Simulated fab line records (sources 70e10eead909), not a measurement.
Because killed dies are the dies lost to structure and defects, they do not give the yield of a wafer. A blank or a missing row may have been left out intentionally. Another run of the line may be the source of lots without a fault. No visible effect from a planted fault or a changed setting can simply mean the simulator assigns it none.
fab line records -- flow nand-harc
record: lots: 5, wafers: 15, last-day: 24
route steps=1159 shown P_ZERO_WELL@14 END@1159
lots untouched by any fault: they come from a run of this same line in which no faults occurred
start-h: start of the lot's first displayed wafer, in hours after the record's first day -- wait-h: how many hours have passed since the lot's step before this one -- " identical to the entry in the row above -- L1.1+2: a row that stands for several wafers -- - no value, or no start was given -- * or withheld: withheld -- < > ~ a bound
route shown NAME@n: NAME is a module with steps in the file, n the number in the route of the first one -- usual: mean and standard deviation over wafers with no fault -- same: alike in all rows -- chamber/n: place in a boat -- sites: each site's reading -- _std_site: their standard deviation -- _edge_site: outer sites' mean less inner sites' -- radius-mm: how far each site lies from the wafer's centre -- mask NAME#n: copy n -- behind: tool/chamber where the wafer was last shaped -- hold: why the lot went on hold/how many hours it stayed there/how the hold came to an end -- device: transistor that didn't switch, given as n, p or np -- end of line: tests of these same wafers at the route's end -- a step with no rows: only its recipe -- killed: not the wafer's yield, but the dies lost to structure and defects at the first sort -- map: the dies of a wafer, with x for killed, . for not killed, _ for no die there
set.NAME: the run value of the setting; set.NAME@STEP: its run value at that earlier step -- model.NAME: the simulator's own value behind a step, which no gauge read
lots at selected steps of the route; one table per step, one row per wafer
services: when a tool's chamber went out of use (start-h, in hours from the record's first day, below 0 if earlier), for how many hours, and the reason
== steps ==
step: NHARC_P_ZERO_WELL_CD_MEAS_11
recipe: target-cd-nm: 500, landing-energy-ev: 500
usual: cd-nm: 499.5/1.9
lot.wafer,tool,chamber,start-h,wait-h,cd-nm
L749.3,cd-sem-03,0,25.27,-,495.8
L749.4,cd-sem-03,0,25.27,-,499.4
L749.5,cd-sem-03,0,25.27,-,500.7
L753.2,cd-sem-03,0,49.24,-,500.8
L753.3,cd-sem-03,0,49.24,-,500.6
L753.6,cd-sem-03,0,49.24,-,504.2
L763.1,cd-sem-02,0,109.24,-,496.3
L763.3,cd-sem-02,0,109.24,-,500.9
L763.5,cd-sem-02,0,109.24,-,498.2
L764.3,cd-sem-01,0,115.24,-,500.1
L764.4,cd-sem-01,0,115.24,-,503.9
L764.5,cd-sem-01,0,115.24,-,501.0
L768.2,cd-sem-02,0,139.11,-,495.1
L768.3,cd-sem-02,0,139.11,-,498.3
L768.5,cd-sem-02,0,139.11,-,498.7
step: NHARC_P_ZERO_WELL_HARDBAKE_12
recipe: temp-c: 118, time-s: 65
step: NHARC_P_ZERO_WELL_DESCUM_13
recipe: time-s: 3, o2-flow-sccm: 200, ar-flow-sccm: 0, bias-power-w: 0, chemistry: O2
usual: drypump-motor-current-A: 5.69/0.3, oes-product-au: 0.999/0.0089, rf-vpp-V: 57.9/0.89, showerhead-plenum-p-Torr: 1.92/0.084, throttle-valve-pct: 11.311/0.0091
lot.wafer,tool,chamber,start-h,wait-h,drypump-motor-current-A,oes-product-au,rf-hours-counter-h,rf-vpp-V,showerhead-plenum-p-Torr,throttle-valve-pct
L749.3,rie-diel-09,3,25.43,-,5.90,0.993,7.5,57.1,2.01,11.338
L749.4,rie-diel-09,1,25.43,-,5.73,0.984,8.5,57.0,1.88,11.319
L749.5,rie-diel-09,3,25.43,-,5.91,0.995,-,60.1,2.01,11.327
L753.2,rie-diel-12,1,49.41,-,5.15,1.002,0.5,59.6,2.07,11.301
L753.3,rie-diel-12,2,49.41,-,5.61,1.000,0.8,57.8,1.98,11.313
L753.6,rie-diel-12,0,49.41,-,5.70,1.014,-,58.0,1.86,11.309
L763.3,rie-diel-04,2,109.41,-,5.56,0.985,8.9,57.8,1.85,11.296
L763.1,rie-diel-04,0,109.41,-,5.68,0.998,7.6,58.2,1.87,11.313
L763.5,rie-diel-04,1,109.41,-,6.17,1.011,-,57.5,1.93,11.309
L764.3,rie-diel-12,0,115.41,-,5.70,1.013,4.5,58.7,1.86,11.302
L764.4,rie-diel-12,1,115.41,-,5.15,1.007,4.2,58.8,2.06,11.318
L764.5,rie-diel-12,3,115.41,-,5.96,0.988,-,58.2,2.05,11.306
L768.2,rie-diel-04,0,139.27,-,5.78,0.995,1.3,57.3,1.87,11.309
L768.3,rie-diel-04,2,139.27,-,5.53,0.999,1.6,58.3,1.85,11.310
L768.5,rie-diel-04,3,139.27,-,5.36,0.999,-,57.2,1.81,11.318
step: NHARC_P_ZERO_WELL_ETCH_65
recipe: target-depth-a: 800, overetch-a: 240, time-s: 87.88, ion-energy-ev: 200, n2-flow-sccm: 150, h2-flow-sccm: 150, ar-flow-sccm: 0, rf-w: 400, bias-w: 150, chemistry: N2/H2
usual: bias-w: 150.0/0.45, drypump-motor-current-A: 5.70/0.29, oes-product-au: 0.999/0.0089, rf-vpp-V: 430.9/2.7, showerhead-plenum-p-Torr: 2.05/0.093, throttle-valve-pct: 14.171/0.0089
lot.wafer,tool,chamber,start-h,wait-h,bias-w,drypump-motor-current-A,oes-product-au,rf-hours-counter-h,rf-vpp-V,showerhead-plenum-p-Torr,throttle-valve-pct
L749.4,rie-diel-09,1,25.52,0.1,150.3,5.72,0.990,8.6,430.0,2.00,14.163
L749.3,rie-diel-09,2,25.52,0.1,149.8,6.18,0.988,6.7,428.2,1.96,14.151
L749.5,rie-diel-09,3,25.52,0.1,149.2,5.93,0.996,-,434.4,2.15,14.160
L753.2,rie-diel-12,0,49.49,0.1,150.2,5.72,1.008,0.5,427.5,1.98,14.182
L753.3,rie-diel-12,1,49.49,0.1,150.7,5.17,0.990,0.5,435.4,2.21,14.163
L753.6,rie-diel-12,3,49.49,0.1,149.4,5.95,0.994,-,433.8,2.19,14.168
L763.1,rie-diel-04,2,109.49,0.1,150.6,5.58,1.004,8.9,427.6,1.97,14.173
L763.3,rie-diel-04,3,109.49,0.1,150.0,5.37,0.992,8.7,427.1,1.93,14.167
L763.5,rie-diel-04,2,109.49,0.1,150.6,5.53,0.992,-,428.3,1.97,14.168
L764.4,rie-diel-12,3,115.49,0.1,149.9,5.94,1.000,6.1,434.8,2.19,14.171
L764.3,rie-diel-12,0,115.49,0.1,149.5,5.72,1.008,4.5,428.4,1.98,14.177
L764.5,rie-diel-12,2,115.49,0.1,150.2,5.60,0.998,-,433.6,2.11,14.171
L768.3,rie-diel-04,1,139.36,0.1,149.7,6.21,1.018,1.7,429.3,2.06,14.159
L768.2,rie-diel-04,3,139.36,0.1,150.1,5.36,0.991,1.2,427.2,1.93,14.162
L768.5,rie-diel-04,0,139.36,0.1,150.1,5.74,0.993,-,428.1,1.99,14.161
step: NHARC_P_ZERO_WELL_ETCH_62
recipe: target-depth-a: 130, time-s: 6.5, chf3-flow-sccm: 50, ar-flow-sccm: 200, rf-w: 500, bias-w: 200, chemistry: CHF3/Ar
usual: bias-w: 200.0/0.56, drypump-motor-current-A: 5.7/0.31, oes-product-au: 0.968/0.012, rf-vpp-V: 371.1/2.3, showerhead-plenum-p-Torr: 2.36/0.097, throttle-valve-pct: 20.217/0.0098
lot.wafer,tool,chamber,start-h,wait-h,bias-w,drypump-motor-current-A,oes-product-au,rf-hours-counter-h,rf-vpp-V,showerhead-plenum-p-Torr,throttle-valve-pct
L749.4,rie-diel-09,0,-,-,200.0,5.6,0.970,6.9,372.6,2.41,20.192
L749.3,rie-diel-09,2,-,-,200.4,6.2,0.947,6.7,368.8,2.26,20.205
L749.5,rie-diel-09,0,-,-,200.3,5.5,0.981,-,373.4,2.41,20.212
L753.2,rie-diel-12,2,-,-,200.4,5.6,0.970,0.8,373.5,2.42,20.208
L753.3,rie-diel-12,0,-,-,200.3,5.7,0.967,0.5,369.4,2.28,20.225
L753.6,rie-diel-12,2,-,-,200.0,5.6,0.970,-,373.0,2.42,20.196
L763.1,rie-diel-04,1,-,-,199.7,6.2,0.984,8.4,370.5,2.37,20.219
L763.3,rie-diel-04,0,-,-,198.9,5.7,0.984,7.6,370.3,2.29,20.234
L763.5,rie-diel-04,1,-,-,200.9,6.2,0.970,-,371.3,2.37,20.226
L764.3,rie-diel-12,2,-,-,199.8,5.6,0.956,5.8,371.2,2.42,20.232
L764.4,rie-diel-12,1,-,-,200.0,5.2,0.968,4.2,374.7,2.52,20.210
L764.5,rie-diel-12,2,-,-,200.0,5.6,0.953,-,372.6,2.42,20.205
L768.2,rie-diel-04,1,-,-,200.2,6.2,0.992,1.8,372.7,2.36,20.221
L768.3,rie-diel-04,2,-,-,200.1,5.5,0.980,1.7,369.4,2.27,20.220
L768.5,rie-diel-04,1,-,-,199.9,6.2,0.988,-,370.6,2.36,20.219
step: NHARC_P_ZERO_WELL_ETCH_63
recipe: target-depth-a: 1200, time-s: 40.1, hbr-flow-sccm: 150, cl2-flow-sccm: 50, rf-w: 400, icp-w: 400, bias-w: 100, chemistry: HBr/Cl2
usual: bias-w: 100.0/0.31, drypump-motor-current-A: 5.8/0.3, oes-product-au: 0.999/0.012, throttle-valve-pct: 26.405/0.0092
lot.wafer,tool,chamber,start-h,wait-h,bias-w,drypump-motor-current-A,oes-product-au,rf-hours-counter-h,throttle-valve-pct
L749.4,rie-si-02,2,25.67,-,100.1,5.9,1.023,1.2,26.400
L749.3,rie-si-02,3,25.67,-,99.8,5.7,1.009,1.3,26.420
L749.5,rie-si-02,2,25.67,-,99.5,5.9,1.015,-,26.407
L753.3,rie-si-04,3,49.68,-,99.8,5.6,0.985,1.0,26.401
L753.2,rie-si-04,0,49.68,-,99.7,5.3,0.995,1.0,26.403
L753.6,rie-si-04,3,49.68,-,99.9,5.5,0.995,-,26.402
L763.1,rie-si-02,2,109.66,-,99.7,5.9,0.997,0.5,26.398
L763.3,rie-si-02,3,109.66,-,100.1,5.7,0.984,0.7,26.408
L763.5,rie-si-02,3,109.66,-,99.6,5.7,0.992,-,26.398
L764.4,rie-si-03,3,115.66,-,100.4,5.9,0.999,1.2,26.407
L764.3,rie-si-03,0,115.66,-,99.8,6.4,0.986,1.2,26.392
L764.5,rie-si-03,2,115.66,-,100.0,6.3,0.978,-,26.415
L768.3,rie-si-03,3,139.52,-,99.7,5.9,1.000,1.4,26.420
L768.2,rie-si-03,2,139.52,-,99.7,6.3,0.972,1.5,26.398
L768.5,rie-si-03,1,139.52,-,99.9,6.1,1.017,-,26.391
step: NHARC_P_ZERO_WELL_STRIP_15
recipe: time-s: 900, temp-c: 130, chemistry: SPM
step: NHARC_P_ZERO_WELL_DEHYDRATE_16
recipe: temp-c: 150, time-s: 120
step: NHARC_P_ZERO_WELL_HMDS_17
recipe: time-s: 30
step: NHARC_P_ZERO_WELL_COAT_18
recipe: spin-rpm: withheld
step: NHARC_P_ZERO_WELL_SOFTBAKE_19
recipe: temp-c: 122, time-s: 95
step: NHARC_P_ZERO_WELL_EBR_20
step: NHARC_P_ZERO_WELL_EXPOSE_21
recipe: na: 0.6, target-cd-nm: 720, dose-mj: 22.31, mask-id: P_NWELL
lot.wafer,tool,chamber,start-h,wait-h,mask
L749.3+4+5,krf-scanner-03,0,26.33,-,P_NWELL#0
L753.2+3+6,krf-scanner-03,0,50.44,-,P_HVPW#0
L763.1+3+5,krf-scanner-02,0,110.43,-,P_NWELL#0
L764.3+4+5,krf-scanner-01,0,116.44,-,P_NWELL#0
L768.2+3+5,krf-scanner-01,0,140.21,-,P_NWELL#0
step: NHARC_P_ZERO_WELL_PEB_22
recipe: peb-temp-c: 118, peb-time-s: 85
step: NHARC_P_ZERO_WELL_DEVELOP_23
recipe: time-s: 70
step: NHARC_P_ZERO_WELL_CD_MEAS_24
recipe: target-cd-nm: 720, landing-energy-ev: 500
usual: cd-nm: 720.6/2
lot.wafer,tool,chamber,start-h,wait-h,cd-nm
L749.3,cd-sem-02,0,26.48,-,723.9
L749.4,cd-sem-02,0,26.48,-,722.6
L749.5,cd-sem-02,0,26.48,-,721.9
L753.2,cd-sem-03,0,50.59,-,-
L753.3,cd-sem-03,0,50.59,-,-
L753.6,cd-sem-03,0,50.59,-,-
L763.1,cd-sem-02,0,110.60,-,720.6
L763.3,cd-sem-02,0,110.60,-,721.9
L763.5,cd-sem-02,0,110.60,-,724.0
L764.3,cd-sem-03,0,116.60,-,718.8
L764.4,cd-sem-03,0,116.60,-,719.7
L764.5,cd-sem-03,0,116.60,-,720.2
L768.2,cd-sem-03,0,140.37,-,718.4
L768.3,cd-sem-03,0,140.37,-,718.5
L768.5,cd-sem-03,0,140.37,-,721.6
step: NHARC_P_ZERO_WELL_HARDBAKE_25
recipe: temp-c: 125, time-s: 80
step: NHARC_END_SORT_01
recipe: temp-c: 25
usual: killed-at-array: 27/11, killed-at-other: 0.6/0.89, killed-at-periphery: 3.0/2.4, killed-dies: 31/12, killed-open: 3.2/1.6, killed-short: 2.0/1.5
same: gross-dies: 677
lot.wafer,tool,chamber,start-h,wait-h,killed-at-array,killed-at-other,killed-at-periphery,killed-dies,killed-open,killed-short
L753.2,prober-02,0,473.38,2.8,14,0,663,677,2,2
L753.3,prober-02,0,474.18,3.1,16,0,661,677,7,3
L753.6,prober-02,0,476.59,4.0,17,0,660,677,6,3
killed by level:class
L753.2 P_ZERO_WELL:area-expose=657 A_CHANNEL_HOLE_D1:chamber-film-flake=7 A_CONTACT:chamber-film-flake=4 P_GATE:chamber-film-flake=2 P_GATE:geometric-particle:open=1 P_M0:geometric-particle:open=1 A_CHANNEL_FILL_D1:geometric-particle:short=1 A_M0:geometric-particle:short=1
L753.3 P_ZERO_WELL:area-expose=659 A_CHANNEL_HOLE_D1:chamber-film-flake=4 A_CONTACT:chamber-film-flake=3 A_CONTACT:geometric-particle:open=2 P_CONTACT:geometric-particle:open=1 P_M2:geometric-particle:short=1 A_ONON_D1:geometric-particle:open=1 A_CHANNEL_HOLE_D1:geometric-particle:short=1
L753.6 P_ZERO_WELL:area-expose=656 A_CHANNEL_HOLE_D1:chamber-film-flake=6 A_CONTACT:chamber-film-flake=3 A_M1:geometric-particle:open=2 P_ZERO_WELL:chamber-film-flake=2 P_GATE:geometric-particle:open=1 P_CONTACT:geometric-particle:open=1 A_ONON_D1:geometric-particle:short=1
map L753.2 (x killed, . not)
____________x____________
_________xxxxxxx_________
_______xxxxxxxxxxx_______
______xxxxxxxxxxxxx______
_____xxxxxxxxxxxxxxx_____
____xxxxxxxxxxxxxxxxx____
____xxxxxxxxxxxxxxxxx____
___xxxxxxxxxxxxxxxxxxx___
___xxxxxxxxxxxxxxxxxxx___
__xxxxxxxxxxxxxxxxxxxxx__
__xxxxxxxxxxxxxxxxxxxxx__
_xxxxxxxxxxxxxxxxxxxxxxx_
_xxxxxxxxxxxxxxxxxxxxxxx_
_xxxxxxxxxxxxxxxxxxxxxxx_
_xxxxxxxxxxxxxxxxxxxxxxx_
_xxxxxxxxxxxxxxxxxxxxxxx_
xxxxxxxxxxxxxxxxxxxxxxxxx
xxxxxxxxxxxxxxxxxxxxxxxxx
xxxxxxxxxxxxxxxxxxxxxxxxx
xxxxxxxxxxxxxxxxxxxxxxxxx
xxxxxxxxxxxxxxxxxxxxxxxxx
_xxxxxxxxxxxxxxxxxxxxxxx_
_xxxxxxxxxxxxxxxxxxxxxxx_
_xxxxxxxxxxxxxxxxxxxxxxx_
_xxxxxxxxxxxxxxxxxxxxxxx_
_xxxxxxxxxxxxxxxxxxxxxxx_
__xxxxxxxxxxxxxxxxxxxxx__
__xxxxxxxxxxxxxxxxxxxxx__
___xxxxxxxxxxxxxxxxxxx___
___xxxxxxxxxxxxxxxxxxx___
____xxxxxxxxxxxxxxxxx____
____xxxxxxxxxxxxxxxxx____
_____xxxxxxxxxxxxxxx_____
______xxxxxxxxxxxxx______
_______xxxxxxxxxxx_______
_________xxxxxxx_________
____________x____________
map L749.3 (x killed, . not)
____________.____________
_________......._________
_______..........._______
______.......x.....______
_____..............._____
____......x..........____
____.................____
___...................___
___...................___
__.....................__
__x........x...........__
_......................._
_......................._
_......................x_
_xx.....x...x.x........._
_...x..x................_
.x....x..................
.....................x...
.........................
..x......................
.........................
_......................._
_......................._
_......................x_
_......................._
_.........x............._
__x....................__
__x..x.................__
___...................___
___...............xx..___
____...............xx____
____..............x..____
_____.x............._____
______..........x..______
_______..........._______
_________......._________
____________.____________
== services ==
tool,chamber,start-h,hours,kind
rie-diel-12,0,4.40,-,clean
rie-diel-12,1,4.40,-,clean
rie-diel-12,2,4.40,-,clean
rie-diel-12,3,4.40,-,clean
rie-diel-04,0,17.40,-,clean
rie-diel-04,1,17.40,-,clean
rie-diel-12,-,25.40,9.0,pm
rie-si-02,-,34.00,9.0,pm
krf-scanner-02,-,38.00,4.0,pm
krf-scanner-01,-,48.09,3.0,repair
rie-si-02,1,48.52,4.7,repair
rie-diel-09,0,51.68,6.7,repair
krf-scanner-03,-,53.84,9.0,repair
rie-si-04,1,56.86,1.0,repair
rie-diel-09,-,77.28,9.0,pm
krf-scanner-01,-,84.00,4.0,pm
rie-diel-09,-,91.43,2.2,repair
rie-si-04,-,99.00,9.0,pm
krf-scanner-02,-,104.27,1.6,repair
rie-si-02,3,106.67,1.0,repair
rie-diel-04,-,111.90,9.0,pm
krf-scanner-03,-,127.41,2.0,repair
rie-si-03,0,134.45,20.4,repair
rie-diel-09,0,140.02,4.0,repair
== key ==
first-sign: step: NHARC_P_ZERO_WELL_EXPOSE_21, reading: mask, direction: changed
effect: step: NHARC_P_ZERO_WELL_CD_MEAS_24, reading: cd-nm, direction: missing
effect: step: NHARC_END_SORT_01, reading: killed-at-periphery, direction: up, sigmas: 99+, usual: 3.0, struck: 661.3
more-kills-born-at: NHARC_P_ZERO_WELL_EXPOSE_21@krf-scanner-03: 1972
met-at NHARC_P_ZERO_WELL_EXPOSE_21
struck-wafers L753.2,L753.3,L753.6
later-rows-left-out L753.2,L753.3,L753.6
tester-left-out L753
onset-between 26.33 50.44
fault: kind: wrong-mask, tool: any, chamber: -, onset-h: 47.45, steps: NHARC_P_ZERO_WELL_EXPOSE_21, aux-copy: P_HVPW#0, scope: struck-lots-only
tester-left-out: of these lots the tester's yield and bins aren't shown, on N5 and GAA mostly nor the transistor test; their killed dies are dies lost to structure and defects alone, not to doping, threshold or leakage, so they don't give the yield
later-rows-left-out: the simulator's readings of these wafers behind a module that went badly wrong aren't trusted and aren't shown, but for the sort
